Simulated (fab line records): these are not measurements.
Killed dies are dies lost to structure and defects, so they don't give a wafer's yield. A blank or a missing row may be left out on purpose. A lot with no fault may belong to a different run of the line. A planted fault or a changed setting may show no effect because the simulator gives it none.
Matching of chambers	flow n5_finfet	N5_MIM_TOP_ETCH_STRIP_01 on rie_diel-01: 4 sister chambers
The step strips in O2. 4 wafers are shown with their chamber, then 10 later ones without.

## EACH WAFER AND ITS CHAMBER
wafer	chamber	drypump_motor_current_A (A)
L085.3	1	5.8
L086.4	0	6.2
L088.3	2	4.8
L088.5	3	5.2

## WAFERS WITH NO CHAMBER GIVEN
wafer	drypump_motor_current_A (A)
L088.6	6.1
L094.1	5.8
L094.4	4.8
L094.6	6.2
L092.4	5.2
L092.5	5.8
L092.6	4.8
L097.3	5.2
L097.4	5.8
L097.6	5.8

## EACH ONE'S CHAMBER
wafer	from the rows above	in truth
L088.6	0	0
L094.1	1	1
L094.4	2	2
L094.6	0	0
L092.4	3	3
L092.5	1	1
L092.6	2	2
L097.3	3	3
L097.4	1	1
L097.6	1	1
Placed correctly: 10 of 10. Left unplaced by these rows: 0. Wrongly placed: 0.
How it was worked out, from the rows above alone: a wafer's distance from a chamber is the root of the sum, over the readings, of the square of ((its reading less the chamber's mean) divided by the reading's scatter). If the next closest chamber is less than 2 further off than the closest, the wafer can't be placed; otherwise it belongs to the closest. Each chamber's mean is taken over the wafers shown for it. The scatter: with one shown wafer a chamber, the root of the mean of the squares of how far each hidden wafer lies from its nearest shown one.
